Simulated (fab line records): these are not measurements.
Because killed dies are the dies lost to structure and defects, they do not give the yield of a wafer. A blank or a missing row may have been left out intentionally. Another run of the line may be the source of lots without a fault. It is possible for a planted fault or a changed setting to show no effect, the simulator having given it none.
A struck lot beside a sound one ; flow n5 finfet ; 16 steps out of a route of 1938
Sound: the wafers L810.2, L810.4, L810.6. Wafers L822.2, L822.4, L822.6 were the ones struck. The cause is given at the end.
At each step with rows: each side's tool, then ch and its chambers, then its first start. Under that, the readings that differ: sound wafers ; struck wafers ; difference of the means ; sigmas: that difference in standard deviations of wafers without a fault.
alike: readings with means less than 2 such deviations apart, plus words and numbers identical on both sides. not compared: withheld readings, readings lacking a value on some wafer, bounds such as >300 that could conceal the same value, and numbers that have no deviation in the record and whose values overlap.
The two part at a step that has a row with sigmas, a row that says differs or no value, or rows on one side only. Numbers that don't overlap but have no deviation are shown without sigmas and don't part them. A reading that every wafer of one side lacks parts them only if that side has two wafers or more.

first, 4 steps without rows for these wafers: N5_BEOL_M0_SAQP_MANDREL_ETCH_20 (etches a-Si in HBr/Cl2, stops on SiNx, target depth 60 nm, bt time 10 s, time 30 s); N5_BEOL_M0_SAQP_STRIP_86 (strips in N2/H2); N5_BEOL_M0_SAQP_STRIP_115 (strips in post etch residue remover, time 60 s); N5_BEOL_M0_SAQP_SRD_93 (time 30 s).
N5_BEOL_M0_SAQP_RECESS_114: chemistry HF/NH3, target SiO2, target depth 14.4 nm, afs cycles 3, sublimation time 60 s.
  sound on vapor etch-01 ch 1, day 6 18:26; struck on vapor etch-02 ch 0,1, day 9 00:27
  alike: drypump motor current A
N5_BEOL_M0_SAQP_SPACER1_ALD_98: deposits SiO2, target thk 12.8 nm, pulse time 1 s, purge time 2 s.
  sound on ald sin-03 ch 1,2,3, day 6 18:49; struck on ald sin-02 ch 0,1,3, day 9 03:25
  alike: heater power w, precursor pulse height rel
N5_BEOL_M0_SAQP_SPACER1_ETCHBACK_99: etches SiO2 in CHF3/O2, target depth 15.4 nm, time 7.7 s.
  sound on rie diel-02 ch 1,2, day 6 19:17; struck on rie diel-04 ch 0,3, day 9 03:53
reading;sound;struck;difference;sigmas
oes product au (a.u.);0.72 0.70 0.72;0.89 0.93 0.94;+0.21;+2
rf vpp V (V);517 513 518;535 552 553;+31;+2
throttle valve pct (%);19.1 19.4 19.1;18.5 18.4 18.4;-0.8;-2
  alike: CHF3_flow_sccm, drypump motor current A, showerhead plenum p Torr
  not compared: rf hours counter h
then, 1 step without rows for these wafers: N5_BEOL_M0_SAQP_MANDREL1_REMOVE_100 (chemistry HBr/Cl2/O2, target a-Si, stops on SiNx, bt time 10 s).
N5_BEOL_M0_SAQP_CD_MEAS_25: the cd target is 13.1 nm.
  sound on cd sem-02 ch 0, day 6 19:29; struck on cd sem-03 ch 0, day 9 04:05
  alike: cd nm
N5_BEOL_M0_SAQP_ETCH_101: etches SiNx in CH3F/O2, target depth 29.9 nm, time 42.7 s.
  sound on rie diel-05 ch 1,2,3, day 6 19:32; struck on rie diel-04 ch 2,3, day 9 04:07
  alike: drypump motor current A, oes product au, rf vpp V, showerhead plenum p Torr, throttle valve pct
  not compared: rf hours counter h
N5_BEOL_M0_SAQP_ETCH_102: etches SiO2 in CF4, target depth 4 nm, time 4.4 s.
  sound on rie si-06 ch 1,2, day 6 19:38; struck on rie si-03 ch 0,1,3, day 9 04:13
  alike: drypump motor current A, oes product au, throttle valve pct
  not compared: rf hours counter h
then, 1 step without rows for these wafers: N5_BEOL_M0_SAQP_MANDREL_ETCH_103 (etches a-Si in HBr/Cl2, stops on SiCN, target depth 45 nm, bt time 10 s, time 27 s).
N5_BEOL_M0_SAQP_RECESS_104: chemistry HF/NH3, target SiO2, target depth 18 nm, afs cycles 3, sublimation time 60 s.
  sound on vapor etch-02 ch 1, day 6 19:46; struck on vapor etch-02 ch 0,1, day 9 04:20
  no value came back on the struck wafers for afs cycles, drypump motor current A (A); on the sound wafers afs cycles reads 3 3 3
then, 1 step without rows for these wafers: N5_BEOL_M0_SAQP_COAT_105 (time 60 s, resist thk 100 nm).
N5_BEOL_M4_RC_MEAS_101:
  the record has rows for the sound wafers here (prober-02 ch 0, day 8 23:58) and none for the struck ones
-- the record jumps here: 7 days lie between the struck wafers' starts before and after (it left off in module BEOL_M4 and takes up again in module PASSIVATION, whose first step shown is number 1936 of the route) --
N5_PASSIVATION_PROBE_49:
  the record has rows for the struck wafers here (prober-02, day 16 11:31) and none for the sound ones

== WHERE THEY PART ==
At N5_BEOL_M0_SAQP_SPACER1_ETCHBACK_99 first; at N5_PASSIVATION_PROBE_49 last (within this record only).

WHY: what had been put in by the simulator
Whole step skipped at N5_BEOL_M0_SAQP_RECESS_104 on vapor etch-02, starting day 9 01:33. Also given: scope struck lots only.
